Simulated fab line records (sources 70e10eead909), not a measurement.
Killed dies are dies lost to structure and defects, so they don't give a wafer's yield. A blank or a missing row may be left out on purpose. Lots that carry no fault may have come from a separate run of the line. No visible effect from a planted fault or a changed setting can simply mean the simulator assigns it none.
fab line records	flow nand-harc	part 2 of 2: steps 4 to 6 of 6
[record] lots = 19	wafers = 57	last-day = 34
route steps=1302 shown P_M0@284 P_M2@332 P_BONDPAD@369
lots that met no fault: from a run of the same line without faults
start-h: the number of hours between the record's first day and the start of the first shown wafer of the lot	wait-h: time in hours since the lot's previous step	" repeats the value in the row above	L1.1+2: a row that stands for several wafers	- no value, or no start was given	* or withheld: withheld	< > ~ a bound
route shown NAME@n: a module of which the file shows steps, and the number in the route of the first	usual: the fault-free wafers' mean and standard deviation	same: alike in all rows	chamber/n: place in a boat	sites: the reading at each site	_std_site: standard deviation across them	_edge_site: mean of outer sites minus mean of inner sites	radius-mm: how far each site lies from the wafer's centre	mask NAME#n: copy n	behind: the tool/chamber that last shaped the wafer	hold: what put the lot on hold/how long, in hours/how the hold closed	device: transistor that didn't switch, given as n, p or np	end of line: tests of these same wafers at the route's end	a step given without rows: its recipe and nothing more	killed: not the wafer's yield, but the dies lost to structure and defects at the first sort	map: shows each die of a wafer: x if killed, . if not, _ if none is there
set.NAME: setting as actually run; set.NAME@STEP: the setting as run at that earlier step	model.NAME: the simulator's own value behind a step, which no gauge read
steps of the route over a sample of lots; a table a step, a row a wafer
services: from which hour (start-h, from the record's first day; less than 0 if before it) a tool's chamber was out of use, for how many hours, and why
[[steps]]
[step NHARC_P_M2_ETCH_28]
[recipe] target-depth-a = 300	over-etch-frac = 0.3	time-s = 72.99	ion-energy-ev = 150	cf4-flow-sccm = 50	n2-flow-sccm = 100	ar-flow-sccm = 150	rf-w = 300	bias-w = 100	chemistry = CF4/N2
[usual] drypump-motor-current-A = 5.9/0.63	n2-flow-sccm = 99.99/0.3	oes-product-au = 1.000/0.0097	rf-fwd-power-W = 297.1/1.5	rf-vpp-V = 314.7/1.6	showerhead-plenum-p-Torr = 2.65/0.091	throttle-valve-pct = 19.794/0.0092
lot.wafer	tool	chamber	start-h	wait-h	drypump-motor-current-A	n2-flow-sccm	oes-product-au	rf-fwd-power-W	rf-hours-counter-h	rf-vpp-V	showerhead-plenum-p-Torr	throttle-valve-pct
L074.3	rie-diel-10	1	-	-	6.5	99.93	0.994	294.7	3.6	313.3	2.57	19.792
L074.5	"	0	"	"	6.7	99.95	0.997	296.9	-	317.0	2.66	19.787
L074.6	"	1	"	"	6.4	100.09	0.990	294.4	-	314.2	2.57	19.803
L075.1	rie-diel-10	2	-	-	6.1	100.15	0.998	297.6	4.7	314.3	2.59	19.794
L075.2	"	3	"	"	6.2	99.83	1.000	298.0	4.5	315.0	2.70	19.802
L075.5	"	1	"	"	6.5	99.40	0.994	293.2	-	314.1	2.56	19.800
L076.2	rie-diel-11	3	-	-	6.4	99.86	1.005	296.3	3.6	314.1	2.64	19.777
L076.5	"	1	"	"	5.9	100.77	0.994	298.7	-	312.7	2.51	19.809
L076.6	"	2	"	"	5.5	100.13	0.997	298.0	-	314.3	2.58	19.792
L077.3	rie-diel-11	1	-	-	5.9	99.82	0.989	297.7	3.2	312.6	2.51	19.789
L077.2	"	2	"	"	5.4	99.91	0.999	296.6	3.7	314.5	2.58	19.795
L077.5	"	1	"	"	5.9	100.06	0.988	297.3	-	312.7	2.51	19.820
L078.1	rie-diel-10	1	-	-	6.5	100.29	1.000	293.2	5.6	313.3	2.56	19.786
L078.5	"	0	"	"	6.7	100.10	1.014	297.5	-	312.4	2.66	19.804
L078.6	"	1	"	"	6.5	100.23	0.994	295.6	-	313.6	2.56	19.779
L079.1	rie-diel-11	0	-	-	6.7	100.27	0.996	294.5	4.2	316.6	2.80	19.795
L079.5	"	3	"	"	6.4	100.16	1.012	297.3	-	313.8	2.64	19.783
L079.6	"	0	"	"	6.6	100.01	0.996	294.8	-	316.9	2.80	19.809
L080.3	rie-diel-12	0	-	-	5.5	99.37	1.008	298.3	4.9	317.5	2.80	19.791
L080.2	"	1	"	"	5.8	100.19	0.996	298.1	5.3	314.6	2.64	19.795
L080.5	"	0	"	"	5.5	99.54	1.003	296.4	-	318.4	2.80	19.773
L081.4	rie-diel-12	3	-	-	5.1	99.31	0.997	294.4	6.6	315.7	2.60	19.780
L081.3	"	1	"	"	5.9	99.90	0.991	299.2	5.4	315.0	2.64	19.782
L081.2	"	2	"	"	4.6	99.55	1.004	296.9	7.1	315.0	2.71	19.794
L082.4	rie-diel-12	1	-	-	5.9	99.89	0.995	296.2	7.0	314.5	2.64	19.792
L082.2	"	2	"	"	4.6	100.12	0.992	297.7	8.7	314.5	2.71	19.790
L082.1	"	3	"	"	5.2	100.63	1.003	295.6	8.2	312.9	2.60	19.797
L084.2	rie-diel-12	0	-	-	5.5	99.63	1.006	295.8	8.2	318.1	2.80	19.791
L084.1	"	2	"	"	4.6	99.56	0.995	296.8	10.1	315.4	2.71	19.789
L084.6	"	3	"	"	5.1	100.16	1.002	297.3	-	313.2	2.60	19.789
L085.2	rie-diel-11	0	-	-	6.6	100.14	0.995	293.9	6.6	315.7	2.80	19.803
L085.3	"	3	"	"	6.4	99.90	0.996	297.2	6.9	313.7	2.64	19.805
L085.6	"	2	"	"	5.5	100.01	1.007	298.3	-	314.5	2.58	19.811
L087.3	rie-diel-10	0	-	-	6.7	100.60	0.990	297.7	0.3	315.9	2.66	19.796
L087.1	"	3	"	"	6.2	100.24	1.017	298.2	0.3	316.3	2.70	19.778
L087.6	"	1	"	"	6.4	99.91	1.010	297.4	-	314.3	2.56	19.791
L090.2	rie-diel-12	3	-	-	5.1	99.93	0.997	298.4	2.4	314.1	2.60	19.798
L090.6	"	3	"	"	5.1	100.44	0.975	296.6	-	313.1	2.60	19.809
L090.5	"	1	"	"	5.9	100.32	1.008	297.9	-	314.7	2.64	19.785
L091.2	rie-diel-12	1	-	-	5.9	99.68	0.999	297.1	2.5	313.8	2.64	19.779
L091.4	"	2	"	"	4.6	99.89	1.024	296.6	2.6	314.7	2.71	19.790
L091.6	"	1	"	"	5.9	99.46	0.997	297.4	-	313.5	2.64	19.787
L092.4	rie-diel-11	3	-	-	6.4	100.07	1.007	297.9	2.5	315.4	2.64	19.789
L092.2	"	0	"	"	6.6	99.80	1.000	295.4	2.9	317.5	2.80	19.797
L092.1	"	1	"	"	5.9	100.21	0.997	296.5	2.9	311.3	2.51	19.798
L093.4	rie-diel-11	2	-	-	5.5	99.64	0.999	299.5	2.8	312.5	2.58	19.804
L093.1	"	3	"	"	6.4	100.30	1.004	297.0	3.0	315.9	2.64	19.797
L093.6	"	1	"	"	5.9	99.68	0.994	297.5	-	313.4	2.51	19.807
L095.2	rie-diel-12	3	-	-	5.1	99.39	0.986	296.6	4.0	314.4	2.60	19.797
L095.5	"	3	"	"	5.1	99.75	0.982	297.1	-	313.3	2.60	19.802
L095.6	"	0	"	"	5.5	100.09	1.003	298.1	-	315.6	2.80	19.788
L096.1	rie-diel-11	3	-	-	6.4	100.28	1.027	297.6	4.7	312.7	2.64	19.794
L096.3	"	0	"	"	6.6	100.08	0.998	295.9	5.3	316.2	2.80	19.793
L096.4	"	2	"	"	5.5	100.26	1.013	299.3	-	314.6	2.58	19.800
L097.1	rie-diel-11	1	-	-	5.9	100.38	0.987	298.3	3.6	312.8	2.51	19.783
L097.2	"	2	"	"	5.5	99.84	0.996	297.7	4.8	312.3	2.58	19.797
L097.5	"	2	"	"	5.5	100.24	0.988	300.1	-	314.3	2.58	19.797
[step NHARC_P_M2_INSPECT_27]
[usual] raw-defect-count = 298/92
lot.wafer	tool	chamber	start-h	wait-h	raw-defect-count
L074.3	defect-inspect-01	-	130.68	0.0	207
L074.5	"	-	"	"	308
L074.6	"	-	"	"	255
L075.1	defect-inspect-02	-	144.41	0.0	426
L075.2	"	-	"	"	216
L075.5	"	-	"	"	249
L076.2	defect-inspect-02	-	151.64	0.0	415
L076.5	"	-	"	"	303
L076.6	"	-	"	"	362
L077.2	defect-inspect-01	-	163.01	0.0	256
L077.3	"	-	"	"	252
L077.5	"	-	"	"	249
L078.1	defect-inspect-01	-	174.82	0.0	401
L078.5	"	-	"	"	293
L078.6	"	-	"	"	325
L079.1	defect-inspect-01	-	186.88	0.0	280
L079.5	"	-	"	"	368
L079.6	"	-	"	"	195
L080.2	defect-inspect-01	-	200.47	0.0	291
L080.3	"	-	"	"	281
L080.5	"	-	"	"	295
L081.2	defect-inspect-01	-	200.98	0.0	530
L081.3	"	-	"	"	264
L081.4	"	-	"	"	444
L082.1	defect-inspect-02	-	212.76	0.0	206
L082.2	"	-	"	"	170
L082.4	"	-	"	"	243
L084.1	defect-inspect-02	-	230.94	0.0	454
L084.2	"	-	"	"	309
L084.6	"	-	"	"	460
L085.2	defect-inspect-02	-	245.86	0.0	315
L085.3	"	-	"	"	348
L085.6	"	-	"	"	438
L087.1	defect-inspect-01	-	266.55	0.0	256
L087.3	"	-	"	"	532
L087.6	"	-	"	"	467
L090.2	defect-inspect-01	-	295.25	0.0	206
L090.5	"	-	"	"	223
L090.6	"	-	"	"	313
L091.2	defect-inspect-02	-	299.24	0.0	322
L091.4	"	-	"	"	159
L091.6	"	-	"	"	289
L092.1	defect-inspect-02	-	312.60	0.0	281
L092.2	"	-	"	"	346
L092.4	"	-	"	"	244
L093.1	defect-inspect-02	-	325.56	0.0	335
L093.4	"	-	"	"	364
L093.6	"	-	"	"	228
L095.2	defect-inspect-02	-	337.09	0.0	219
L095.5	"	-	"	"	137
L095.6	"	-	"	"	218
L096.1	defect-inspect-01	-	350.25	0.0	284
L096.3	"	-	"	"	316
L096.4	"	-	"	"	501
L097.1	defect-inspect-02	-	358.30	0.0	311
L097.2	"	-	"	"	352
L097.5	"	-	"	"	255
[step NHARC_P_BONDPAD_ETCH_12]
[recipe] target-depth-a = 2000	time-s = 100	chf3-flow-sccm = 50	o2-flow-sccm = 10	ar-flow-sccm = 200	rf-w = 500	bias-w = 200	chemistry = CHF3/O2
[usual] drypump-motor-current-A = 5.9/0.38	oes-product-au = 0.941/0.022	rf-fwd-power-W = 496.9/1.7	rf-vpp-V = 370.7/2.3	showerhead-plenum-p-Torr = 2.41/0.1	throttle-valve-pct = 20.573/0.0089
lot.wafer	tool	chamber	start-h	wait-h	drypump-motor-current-A	oes-product-au	rf-fwd-power-W	rf-hours-counter-h	rf-vpp-V	showerhead-plenum-p-Torr	throttle-valve-pct
L074.3	rie-diel-04	1	-	-	6.4	0.922	495.4	3.7	372.3	2.50	20.578
L074.6	"	0	"	"	5.6	0.924	496.1	-	371.6	2.46	20.572
L074.5	"	1	"	"	6.5	0.919	497.0	-	372.3	2.50	20.544
L075.1	rie-diel-07	3	-	-	5.8	0.970	498.2	1.2	367.7	2.29	20.565
L075.2	"	2	"	"	5.8	0.952	497.1	1.5	370.4	2.37	20.573
L075.5	"	0	"	"	5.2	0.976	500.7	-	368.5	2.29	20.584
L076.2	rie-diel-04	0	-	-	5.6	0.922	494.6	4.4	371.9	2.46	20.580
L076.5	"	0	"	"	5.6	0.936	495.7	-	372.7	2.46	20.589
L076.6	"	1	"	"	6.4	0.923	497.2	-	371.5	2.50	20.588
L077.2	rie-diel-04	0	-	-	5.6	0.964	496.7	4.9	371.4	2.46	20.584
L077.3	"	1	"	"	6.5	0.952	497.5	4.5	371.4	2.50	20.588
L077.5	"	1	"	"	6.4	0.962	497.7	-	371.7	2.50	20.563
L078.1	rie-diel-07	0	-	-	5.2	0.926	494.5	3.3	369.6	2.28	20.559
L078.6	"	3	"	"	5.8	0.931	495.6	-	367.5	2.29	20.586
L078.5	"	0	"	"	5.2	0.939	495.9	-	368.1	2.29	20.586
L079.1	rie-diel-04	0	-	-	5.6	0.989	493.3	0.1	372.5	2.46	20.567
L079.5	"	0	"	"	5.6	0.983	494.3	-	370.9	2.46	20.567
L079.6	"	1	"	"	6.4	0.968	496.3	-	374.0	2.50	20.581
L080.2	rie-diel-07	3	-	-	5.8	0.961	495.1	5.0	368.2	2.29	20.571
L080.3	"	1	"	"	6.5	0.956	496.8	4.6	372.5	2.56	20.560
L080.5	"	0	"	"	5.2	0.963	497.2	-	366.8	2.28	20.573
L081.2	rie-diel-02	1	-	-	5.7	0.917	496.1	7.8	368.8	2.37	20.567
L081.4	"	2	"	"	5.8	0.914	496.1	8.5	367.2	2.24	20.567
L081.3	"	3	"	"	5.8	0.915	499.1	9.4	366.7	2.28	20.584
L082.2	rie-diel-02	2	-	-	5.8	0.926	499.2	8.8	366.4	2.24	20.575
L082.1	"	3	"	"	5.7	0.910	496.5	9.6	368.5	2.28	20.575
L082.4	"	0	"	"	5.7	0.930	497.4	8.8	372.1	2.51	20.560
L084.2	rie-diel-04	3	-	-	6.1	0.949	500.3	2.0	370.0	2.39	20.580
L084.1	"	2	"	"	5.9	0.945	494.1	1.9	372.9	2.52	20.579
L084.6	"	2	"	"	5.9	0.951	497.8	-	373.7	2.52	20.592
L085.3	rie-diel-07	3	-	-	5.8	0.971	497.8	7.0	368.4	2.29	20.581
L085.2	"	0	"	"	5.2	0.978	496.0	6.5	368.2	2.28	20.567
L085.6	"	2	"	"	5.8	0.957	499.6	-	368.5	2.37	20.570
L087.3	rie-diel-07	3	-	-	5.8	0.932	495.8	7.6	367.0	2.29	20.584
L087.1	"	0	"	"	5.2	0.939	496.6	7.3	368.2	2.28	20.562
L087.6	"	2	"	"	5.8	0.924	498.8	-	369.1	2.37	20.561
L090.2	rie-diel-04	0	-	-	5.6	0.962	495.7	3.2	370.6	2.45	20.581
L090.6	"	1	"	"	6.4	0.964	497.1	-	371.1	2.50	20.577
L090.5	"	2	"	"	5.9	0.957	496.0	-	372.7	2.52	20.571
L091.2	rie-diel-04	0	-	-	5.6	0.917	497.9	3.3	371.8	2.45	20.585
L091.4	"	1	"	"	6.4	0.929	496.5	1.7	373.3	2.50	20.578
L091.6	"	1	"	"	6.4	0.926	499.4	-	371.7	2.50	20.581
L092.4	rie-diel-02	0	-	-	5.7	0.938	495.2	3.2	373.5	2.51	20.570
L092.2	"	2	"	"	5.8	0.917	496.6	3.4	366.7	2.23	20.578
L092.1	"	3	"	"	5.7	0.927	495.8	3.7	367.0	2.28	20.578
L093.4	rie-diel-04	1	-	-	6.4	0.955	495.3	2.5	373.0	2.50	20.579
L093.1	"	2	"	"	5.9	0.950	496.7	4.7	372.9	2.52	20.577
L093.6	"	2	"	"	5.9	0.948	497.3	-	373.9	2.52	20.572
L095.2	rie-diel-07	1	-	-	6.5	0.924	498.1	1.6	374.7	2.56	20.568
L095.5	"	2	"	"	5.8	0.906	498.6	-	368.6	2.37	20.578
L095.6	"	3	"	"	5.8	0.925	494.1	-	368.7	2.29	20.568
L096.3	rie-diel-04	1	-	-	6.4	0.996	497.7	3.1	373.6	2.49	20.576
L096.4	"	3	"	"	6.1	0.954	499.5	5.3	369.7	2.39	20.562
L096.1	"	0	"	"	5.6	0.950	493.1	4.8	371.8	2.45	20.578
L097.2	rie-diel-07	2	-	-	5.8	0.907	497.7	3.0	370.5	2.37	20.565
L097.1	"	3	"	"	5.8	0.929	496.5	2.9	368.0	2.29	20.571
L097.5	"	1	"	"	6.5	0.924	496.7	-	374.4	2.56	20.567
[[services]]
tool	chamber	start-h	hours	kind
rie-diel-04	-	103.13	0.2	repair
rie-diel-07	3	107.83	1.4	repair
rie-diel-07	-	117.20	9.0	pm
pecvd-01	-	130.00	13.0	pm
rie-diel-07	2	151.16	1.4	repair
rie-diel-10	1	153.27	6.4	repair
rie-diel-04	-	177.90	9.0	pm
rie-diel-04	1	198.84	58.3	repair
rie-diel-12	1	221.23	14.2	repair
rie-diel-11	1	229.66	18.1	repair
rie-diel-10	0	236.69	1.6	repair
rie-diel-12	2	239.03	2.4	repair
rie-diel-10	-	242.50	9.0	pm
rie-diel-12	-	255.44	1.1	repair
rie-diel-11	-	255.50	9.0	pm
rie-diel-10	3	255.71	3.9	repair
rie-diel-04	0	261.35	9.3	repair
rie-diel-12	-	268.40	9.0	pm
rie-diel-12	0	290.39	2.9	repair
pecvd-01	-	311.00	13.0	pm
rie-diel-11	1	324.10	30.2	repair
rie-diel-12	2	347.30	24.0	repair
rie-diel-11	0	350.22	7.1	repair
rie-diel-04	-	354.90	9.0	pm
